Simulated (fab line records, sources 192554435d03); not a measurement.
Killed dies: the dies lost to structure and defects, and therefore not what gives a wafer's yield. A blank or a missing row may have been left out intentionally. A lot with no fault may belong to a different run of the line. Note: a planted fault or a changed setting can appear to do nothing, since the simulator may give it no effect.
A struck lot beside a sound one || flow n5 finfet || 13 steps out of a route of 1938
Sound: the wafers L113.2, L113.4, L113.6. Struck: wafers L120.2, L120.5, L120.6. At the end, the cause is stated.
Per side, at each step with rows, come the tool, then ch with its chambers, and then its first start. Under that, the readings that differ: sound wafers || struck wafers || difference of the means || sigmas: that difference in standard deviations of wafers without a fault.
alike: readings whose means differ by less than 2 such deviations, and words and numbers that are the same on both sides. not compared: withheld readings, readings that some wafer has no value for, bounds like >300 that may hide the same value, and numbers for which the record gives no deviation and whose values overlap.
Wherever a step has rows on one side only, a row that says differs or no value, or a row with sigmas, the two part there. Numbers that don't overlap but have no deviation are shown without sigmas and don't part them. A reading missing from all wafers of one side parts the sides only when that side holds two or more wafers.

first, 9 steps without rows for these wafers: N5_BEOL_M3_EBR_24; N5_BEOL_M3_SOFTBAKE_23 (time 60 s); N5_BEOL_M3_EXPOSE_25 (exposes mask V2, defocus 5 nm); N5_BEOL_M3_PEB_26 (peb time 60 s); N5_BEOL_M3_DEVELOP_27 (develop time 30 s); N5_BEOL_M3_DESCUM_33 (chemistry O2, time 7 s); N5_BEOL_M3_ETCH_77 (etches underlayer in N2/H2, target depth 6.5 nm, time 5.2 s); N5_BEOL_M3_ETCH_69 (etches SiARC in CF4, target depth 15.6 nm, time 26 s); N5_BEOL_M3_ALD_98 (deposits SiO2, target thk 2.5 nm, pulse time 1 s, co reactant pulse time 1 s).
N5_BEOL_M3_ETCHBACK_99: etches SiO2 in CHF3, target depth 5 nm, time 10.4 s.
  sound on rie diel-04 ch 0,1,2, day 8 03:52; struck on rie diel-02 ch 1,2, day 10 01:26
  no value came back on the struck wafers for any of 8 readings (CHF3_flow_sccm (sccm), bias w (W) and others); on the sound wafers CHF3_flow_sccm (sccm) reads 11.96 11.95 12.05
  not compared: rf hours counter h
then, 1 step without rows for these wafers: N5_BEOL_M3_ETCH_70 (etches SOC in N2/H2, target depth 80 nm, overetch 16 nm, time 120 s).
N5_BEOL_M4_RC_MEAS_101:
  the record has rows for the sound wafers here (prober-02 ch 0, day 9 06:36) and none for the struck ones
-- here the record skips 5 days between the struck wafers' starts before and after, leaving off in module BEOL_M4 and picking up in module PASSIVATION (first step shown: number 1936 of the route) --
N5_PASSIVATION_PROBE_49:
  the record has rows for the struck wafers here (prober-01, day 15 07:03) and none for the sound ones

## WHERE THEY PART
Earliest at N5_BEOL_M3_ETCHBACK_99; latest, in this record, at N5_PASSIVATION_PROBE_49.

WHY: whatever the simulator had introduced
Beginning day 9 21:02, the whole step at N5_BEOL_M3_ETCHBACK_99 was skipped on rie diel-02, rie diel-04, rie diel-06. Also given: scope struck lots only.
